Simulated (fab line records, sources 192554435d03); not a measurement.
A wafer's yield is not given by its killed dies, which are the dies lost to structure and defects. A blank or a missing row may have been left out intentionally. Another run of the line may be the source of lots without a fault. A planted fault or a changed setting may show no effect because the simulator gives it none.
fab line records	flow n5-finfet
record lots=9	wafers=27	last-day=20
route steps=1938 shown BEOL_M15@1804 PASSIVATION@1936
lots that met no fault: taken from a fault-free run of the same line
start-h: hours from the record's first day to the start of the lot's first wafer shown	wait-h: hours elapsed since this lot's preceding step	" as in the row above	L1.1+2: a row that stands for several wafers	- either no value or no given start	* or withheld: withheld	< > ~ a bound
route shown NAME@n: names a module that has steps shown in the file, with the first one's number in the route	usual: the fault-free wafers' mean and standard deviation	same: alike in all rows	chamber/n: place in a boat	sites: each site's reading	_std_site: standard deviation of those values	_edge_site: mean of outer sites minus mean of inner sites	radius-mm: how far each site lies from the wafer's centre	mask NAME#n: copy n	behind: tool/chamber where the wafer was last shaped	hold: cause of the lot's hold/its duration in hours/its outcome	device: which transistor (n, p or np) failed to switch	end of line: the same wafers' tests at the end of the route	where a step has no rows: the recipe by itself	killed: dies that structure and defects cost at the first sort, which is not the same as the wafer's yield	map: shows each die of a wafer: x if killed, . if not, _ if none is there
set.NAME: the run value of the setting; set.NAME@STEP: its run value at that earlier step	model.NAME: the simulator's own value behind a step, which no gauge read
the route's steps for a sample of lots (tables are steps, rows are wafers)
services: the hour from which a tool's chamber was out of use, counted from the record's first day as start-h (under 0 if before that day), plus the number of hours and why
## steps
# step N5_BEOL_M15_CD_MEAS_28
# recipe target-cd-nm=407.6	landing-energy-ev=500	detector=se-inlens
# usual cd-nm=407.6/1.8
lot.wafer	tool	chamber	start-h	wait-h	cd-nm
L854.2	cd-sem-02	0	276.71	-	407.1
L854.4	"	0	"	"	406.6
L854.6	"	0	"	"	407.5
L859.1	cd-sem-02	0	319.78	-	408.3
L859.2	"	0	"	"	406.1
L859.3	"	0	"	"	408.4
L861.2	cd-sem-02	0	326.32	-	407.3
L861.3	"	0	"	"	408.4
L861.4	"	0	"	"	408.8
L867.1	cd-sem-01	0	393.60	-	404.3
L867.2	"	0	"	"	407.3
L867.5	"	0	"	"	406.6
L874.1	cd-sem-02	0	408.34	-	405.8
L874.2	"	0	"	"	408.8
L874.6	"	0	"	"	406.8
L871.2	cd-sem-01	0	408.62	-	405.8
L871.4	"	0	"	"	405.4
L871.6	"	0	"	"	409.0
L876.1	cd-sem-02	0	431.34	-	407.8
L876.2	"	0	"	"	405.3
L876.4	"	0	"	"	404.9
L875.2	cd-sem-03	0	431.66	-	405.6
L875.3	"	0	"	"	406.2
L875.6	"	0	"	"	407.0
L877.1	cd-sem-02	0	452.80	-	406.5
L877.2	"	0	"	"	408.5
L877.4	"	0	"	"	405.2
# step N5_BEOL_M15_ETCH_61
# recipe chemistry=N2/H2	target=BARC	target-depth-a=890	overetch-a=267	time-s=67.9	ion-energy-ev=200	pressure-mtorr=30	source-w=840	bias-w=150	n2-flow-sccm=200	h2-flow-sccm=200
# usual bias-w=150.1/0.44	drypump-motor-current-A=5.6/0.5	oes-product-au=0.70/0.076	rf-fwd-power-W=832/3.1	rf-vpp-V=524.4/2.6	showerhead-plenum-p-Torr=2.55/0.092	throttle-valve-pct=17.63/0.24
lot.wafer	tool	chamber	start-h	wait-h	bias-w	drypump-motor-current-A	oes-product-au	rf-fwd-power-W	rf-hours-counter-h	rf-vpp-V	showerhead-plenum-p-Torr	throttle-valve-pct
L854.2	rie-diel-03	3	276.83	0.0	150.2	5.1	0.68	829	82	524.3	2.58	17.77
L854.4	"	1	"	"	150.4	6.4	0.77	832	22	522.5	2.48	17.31
L854.6	"	1	"	"	150.4	6.4	0.77	837	-	522.8	2.48	17.33
L859.1	rie-diel-02	3	319.91	0.0	150.5	6.0	0.60	826	234	519.8	2.38	17.76
L859.2	"	1	"	"	150.1	6.4	0.63	834	169	518.5	2.42	17.92
L859.3	"	0	"	"	149.9	5.0	0.80	833	13	525.7	2.60	17.22
L861.2	rie-diel-02	0	326.44	0.0	149.0	5.0	0.79	829	16	526.6	2.60	17.24
L861.3	"	2	"	"	150.2	5.6	0.61	831	233	526.1	2.61	17.87
L861.4	"	3	"	"	150.1	6.0	0.60	832	236	520.1	2.38	17.77
L867.1	rie-diel-02	1	393.75	0.0	150.0	6.5	0.61	834	197	520.2	2.41	17.97
L867.2	"	0	"	"	150.1	5.0	0.76	833	30	525.2	2.59	17.25
L867.5	"	1	"	"	150.4	6.5	0.61	834	-	520.2	2.41	17.98
L874.1	rie-diel-05	1	408.47	0.0	150.3	5.4	0.68	832	118	527.2	2.66	17.59
L874.2	"	0	"	"	149.6	5.6	0.73	832	58	521.3	2.48	17.77
L874.6	"	3	"	"	149.8	5.0	0.78	832	-	524.4	2.57	17.40
L871.2	rie-diel-05	2	408.80	0.0	150.3	5.6	0.74	833	47	528.3	2.68	17.59
L871.4	"	0	"	"	150.6	5.6	0.72	838	58	521.7	2.48	17.76
L871.6	"	2	"	"	149.7	5.6	0.76	833	-	527.8	2.68	17.58
L876.1	rie-diel-05	1	431.58	0.0	150.4	5.4	0.67	831	125	527.6	2.66	17.62
L876.2	"	0	"	"	149.5	5.6	0.73	835	64	521.7	2.47	17.77
L876.4	"	3	"	"	150.0	4.9	0.77	831	32	525.7	2.56	17.40
L875.2	rie-diel-03	3	432.07	0.0	150.3	5.1	0.64	831	131	526.6	2.56	17.83
L875.3	"	1	"	"	150.5	6.4	0.71	834	70	521.8	2.46	17.41
L875.6	"	3	"	"	150.1	5.2	0.64	831	-	524.9	2.56	17.84
L877.1	rie-diel-02	0	452.92	0.0	150.6	5.0	0.74	835	51	523.8	2.58	17.30
L877.2	"	2	"	"	149.9	5.6	0.83	832	6	525.3	2.60	17.49
L877.4	"	3	"	"	150.5	6.0	0.77	827	16	528.8	2.69	17.37
# step N5_BEOL_M15_ETCH_38
# recipe chemistry=CF4/N2	target=SiCN	target-depth-a=1064	taper-deg=2	time-s=120.5	ion-energy-ev=150	mask-material=SiO2	pressure-mtorr=40	source-w=430	bias-w=70	Ar_flow_sccm=100	cf4-flow-sccm=60	n2-flow-sccm=60
# usual bias-w=70.00/0.2	drypump-motor-current-A=5.6/0.44	oes-product-au=0.83/0.096	rf-fwd-power-W=428.4/1.3	rf-vpp-V=382.9/1.9	showerhead-plenum-p-Torr=2.23/0.077	throttle-valve-pct=15.25/0.25
lot.wafer	tool	chamber	start-h	wait-h	bias-w	drypump-motor-current-A	oes-product-au	rf-fwd-power-W	rf-hours-counter-h	rf-vpp-V	showerhead-plenum-p-Torr	throttle-valve-pct
L854.2	rie-diel-05	0	-	-	69.89	5.6	0.92	429.9	26	381.0	2.15	15.28
L854.4	"	0	"	"	70.00	5.5	0.92	431.3	-	380.7	2.15	15.29
L854.6	"	2	"	"	69.92	5.6	0.95	428.5	-	385.9	2.35	15.14
L859.1	rie-diel-03	0	-	-	70.00	5.1	0.70	428.5	238	384.1	2.25	15.54
L859.2	"	3	"	"	69.90	5.1	0.77	429.7	95	382.8	2.23	15.30
L859.3	"	1	"	"	69.62	6.3	0.88	428.7	35	380.4	2.15	14.94
L861.2	rie-diel-05	2	-	-	69.78	5.6	0.92	427.2	25	386.6	2.34	15.15
L861.3	"	3	"	"	70.35	4.9	0.95	427.0	8	383.1	2.25	15.06
L861.4	"	1	"	"	69.69	5.4	0.82	426.5	96	383.1	2.32	15.28
L867.1	rie-diel-05	2	-	-	69.86	5.6	0.91	428.4	42	385.5	2.34	15.19
L867.2	"	1	"	"	69.86	5.4	0.80	427.4	113	384.4	2.31	15.30
L867.5	"	2	"	"	70.03	5.6	0.89	429.0	-	385.5	2.34	15.20
L874.1	rie-diel-03	3	-	-	70.07	5.2	0.75	428.7	126	383.1	2.22	15.37
L874.2	"	1	"	"	70.01	6.4	0.83	429.3	65	381.8	2.14	15.01
L874.6	"	2	"	"	69.79	5.6	0.86	428.3	-	384.0	2.23	15.04
L871.2	rie-diel-05	1	-	-	69.99	5.4	0.80	429.1	118	385.0	2.31	15.33
L871.4	"	3	"	"	69.94	4.9	0.89	428.6	27	382.4	2.24	15.08
L871.6	"	0	"	"	69.54	5.5	0.85	430.2	-	380.3	2.14	15.37
L875.2	rie-diel-02	2	-	-	70.32	5.6	0.99	426.3	2	383.5	2.24	14.90
L875.3	"	0	"	"	70.11	5.0	0.89	429.6	45	384.4	2.25	14.90
L875.6	"	3	"	"	69.84	6.0	0.92	428.2	-	385.8	2.36	15.18
L876.1	rie-diel-05	2	-	-	70.25	5.6	0.87	427.4	54	385.2	2.33	15.24
L876.2	"	0	"	"	69.97	5.5	0.85	427.9	65	380.5	2.14	15.38
L876.4	"	1	"	"	69.94	5.4	0.79	427.3	126	384.4	2.31	15.32
L877.1	rie-diel-02	1	-	-	70.21	6.4	0.69	427.7	218	381.0	2.10	15.75
L877.2	"	3	"	"	70.23	6.0	0.90	426.8	18	385.2	2.35	15.21
L877.4	"	0	"	"	69.94	5.0	0.88	427.2	53	382.7	2.24	14.91
# step N5_BEOL_M15_SPUTTER_44
# recipe material=Ta	target-thk-a=150	temp-c=50	bias-v=80	power-w=15000	chamber-pressure-pa=0.07	time-s=24.19
# usual cathode-dc-power-W=15000/2.7	throttle-valve-pct=29.8/0.78
lot.wafer	tool	chamber	start-h	wait-h	cathode-dc-power-W	throttle-valve-pct
L854.2	pvd-sputter-03	-	280.20	0.5	14995	30.5
L854.4	"	-	"	"	14999	29.4
L854.6	"	-	"	"	15006	29.9
L859.1	pvd-sputter-03	-	322.57	0.0	10559	29.4
L859.2	"	-	"	"	10559	29.9
L859.3	"	-	"	"	10560	30.8
L861.2	pvd-sputter-03	-	327.57	0.0	10557	29.1
L861.3	"	-	"	"	10554	30.8
L861.4	"	-	"	"	10558	29.9
L867.1	pvd-sputter-01	-	395.97	0.0	15003	31.4
L867.2	"	-	"	"	14998	30.3
L867.5	"	-	"	"	15002	28.2
L874.1	pvd-sputter-01	-	410.23	0.0	15003	28.1
L874.2	"	-	"	"	14996	29.8
L874.6	"	-	"	"	14999	29.9
L871.2	pvd-sputter-01	-	413.13	0.0	15001	28.3
L871.4	"	-	"	"	15001	29.8
L871.6	"	-	"	"	14995	28.3
L875.2	pvd-sputter-02	-	435.63	0.0	15005	29.6
L875.3	"	-	"	"	14999	29.8
L875.6	"	-	"	"	14998	29.8
L876.1	pvd-sputter-01	-	436.00	0.0	14997	29.8
L876.2	"	-	"	"	15002	31.0
L876.4	"	-	"	"	14999	28.5
L877.1	pvd-sputter-01	-	458.83	0.0	15001	30.0
L877.2	"	-	"	"	15002	29.7
L877.4	"	-	"	"	14997	28.4
# step N5_BEOL_M15_CMP_49
# recipe stop-on=SiO2	t-overpolish-s=4.9	down-force-psi=2	platen-rpm=80	clearing-platen-down-force-psi=2	clearing-platen-rpm=80	post-cmp-clean=cu-alkaline	target-thk-nm=850	clearing-platen-pad-velocity-m-s=1.5917	pad-velocity-m-s=1.5917
# usual barrier-field-endpoint-s=11.30/0.26	head-pressure-psi=2.000/0.0041	motor-current-A=8.1/0.54
lot.wafer	tool	chamber	start-h	wait-h	barrier-field-endpoint-s	head-pressure-psi	motor-current-A
L854.2	cmp-02	0	280.97	0.2	11.35	2.004	8.8
L854.4	"	2	"	"	11.60	2.004	7.9
L854.6	"	0	"	"	11.05	1.997	8.6
L859.1	cmp-01	3	323.31	0.3	9.55	1.998	8.6
L859.3	"	1	"	"	10.10	2.002	7.8
L859.2	"	2	"	"	9.50	2.007	7.4
L861.3	cmp-03	0	330.68	0.2	10.08	2.004	8.8
L861.4	"	1	"	"	9.57	1.995	7.7
L861.2	"	2	"	"	9.30	1.999	8.5
L867.2	cmp-03	1	396.70	0.2	11.01	2.001	7.4
L867.1	"	3	"	"	11.32	1.994	8.6
L867.5	"	2	"	"	11.41	1.998	8.1
L874.1	cmp-03	0	411.08	0.3	11.58	2.003	8.5
L874.2	"	1	"	"	11.15	2.005	8.2
L874.6	"	3	"	"	11.13	2.003	7.9
L871.4	cmp-01	3	413.88	0.1	11.04	2.000	8.7
L871.2	"	2	"	"	11.12	2.002	6.9
L871.6	"	3	"	"	11.03	1.995	8.4
L875.3	cmp-01	1	436.36	0.2	11.21	1.995	7.9
L875.2	"	2	"	"	10.78	1.996	7.6
L875.6	"	2	"	"	11.00	2.001	7.5
L876.2	cmp-01	3	436.85	0.2	11.21	2.005	8.8
L876.4	"	0	"	"	11.12	1.996	7.6
L876.1	"	1	"	"	11.23	1.996	8.0
L877.2	cmp-01	1	459.61	0.2	11.21	2.001	7.6
L877.1	"	2	"	"	11.16	2.000	8.1
L877.4	"	3	"	"	11.36	2.001	8.6
# step N5_PASSIVATION_PROBE_49
# usual defect-limited-yield=91.3/1.4	killed_at_M0_to_M3=34/10	killed_at_M4_up=14/5.5	killed-at-contacts=12/6	killed-at-front-end=40/10	killed-at-other=3.0/2.4	killed-dies=103/17	killed-open=68/13	killed-short=34/7.8	sort_bin_5_function=5.1/0.97	sort_bin_6_memory=3.3/0.66	sort_bin_8_speed=0.02/0.12	sort-n-pass=1077/17	sort-yield-pct=91.2/1.4
# same gross-dies=1180	killed-at-back-side=0	sort_bin_4_leakage[%]=0
lot.wafer	tool	chamber	start-h	wait-h	defect-limited-yield[%]	killed_at_M0_to_M3	killed_at_M4_up	killed-at-contacts	killed-at-front-end	killed-at-other	killed-dies	killed-open	killed-short	sort_bin_5_function[%]	sort_bin_6_memory[%]	sort_bin_8_speed[%]	sort-n-pass	sort-yield-pct[%]
L867.1	prober-02	-	410.10	0.0	93.1	27	12	9	32	1	81	64	16	4.0	2.9	0	1099	93.1
L867.2	prober-02	-	410.15	0.1	92.5	31	12	2	40	3	88	61	23	4.5	2.5	0	1092	92.5
L867.5	prober-02	-	410.30	0.2	92.6	24	10	7	42	4	87	55	28	3.6	2.7	0	1093	92.6
# killed by level:class
L867.1 STI_FIN_REVEAL:geometric-particle:open=13 FIN_SAQP:geometric-particle:open=9 MOL_CONTACT_COAG:geometric-particle:open=9 BEOL_M3:geometric-particle:open=9 DUMMY_GATE:geometric-particle:open=5 BEOL_M0_SAQP:geometric-particle:short=5 BEOL_M1:geometric-particle:open=4 BEOL_M2:geometric-particle:open=4
L867.2 STI_FIN_REVEAL:geometric-particle:open=17 BEOL_M0_SAQP:geometric-particle:open=10 BEOL_M3:geometric-particle:open=7 BEOL_M0_SAQP:geometric-particle:short=6 HKMG_FIN:area-etch=4 FIN_SAQP:geometric-particle:open=3 STI_FIN_REVEAL:geometric-particle:short=3 ILD0:geometric-particle:short=3
L867.5 FIN_SAQP:geometric-particle:open=14 FIN_SAQP:geometric-particle:short=10 BEOL_M0:geometric-particle:open=6 STI_FIN_REVEAL:geometric-particle:open=5 MOL_CONTACT_COAG:geometric-particle:open=5 BEOL_M0_SAQP:geometric-particle:open=5 BEOL_M4:geometric-particle:open=5 BEOL_M1:geometric-particle:open=4
## services
tool	chamber	start-h	hours	kind
cmp-01	-	268.68	3.5	pm
rie-diel-05	1	270.40	3.0	repair
rie-diel-02	0	274.42	7.1	repair
rie-diel-05	1	330.57	3.3	repair
rie-diel-03	2	333.39	19.1	repair
rie-diel-05	-	333.75	0.4	repair
cmp-01	-	340.27	5.2	pm
pvd-sputter-01	-	344.74	1.6	repair
rie-diel-02	0	350.54	31.6	repair
cmp-01	-	358.56	0.3	repair
rie-diel-05	-	385.81	4.3	pm
rie-diel-03	-	388.37	4.3	pm
rie-diel-05	3	390.15	6.0	repair
cmp-01	-	394.50	0.4	repair
rie-diel-05	0	416.65	2.6	repair
rie-diel-03	3	418.14	1.4	repair
pvd-sputter-01	-	425.15	1.2	repair
rie-diel-02	-	427.79	2.8	pm
rie-diel-02	1	430.95	4.9	repair
rie-diel-02	3	438.89	3.2	repair
cmp-01	-	440.17	4.0	pm
rie-diel-02	2	440.26	5.5	repair
cmp-01	-	450.84	2.2	repair
rie-diel-05	-	452.19	0.5	repair
## key
first-sign step=N5_BEOL_M15_SPUTTER_44	reading=cathode-dc-power-W	direction=down	sigmas=99+	usual=*	struck=*
effect step=N5_BEOL_M15_CMP_49	reading=barrier-field-endpoint-s	direction=down	sigmas=6.2	usual=11.30	struck=9.68
met-at N5_BEOL_M15_SPUTTER_44
struck-lots L859,L861
not-acting-at N5_BEOL_M15_CD_MEAS_28,N5_BEOL_M15_ETCH_61,N5_BEOL_M15_ETCH_38
onset-between 280.20 322.57
earlier-fault kind=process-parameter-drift	tool=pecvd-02	chamber=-	onset-h=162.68	steps=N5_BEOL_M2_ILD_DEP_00	channel=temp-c	offset=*	shape=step	acts-in=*	stated=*
fault kind=process-parameter-drift	tool=pvd-sputter-03	chamber=-	onset-h=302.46	steps=N5_BEOL_M15_SPUTTER_44	channel=power-w	offset=*	shape=step	acts-in=*	stated=*
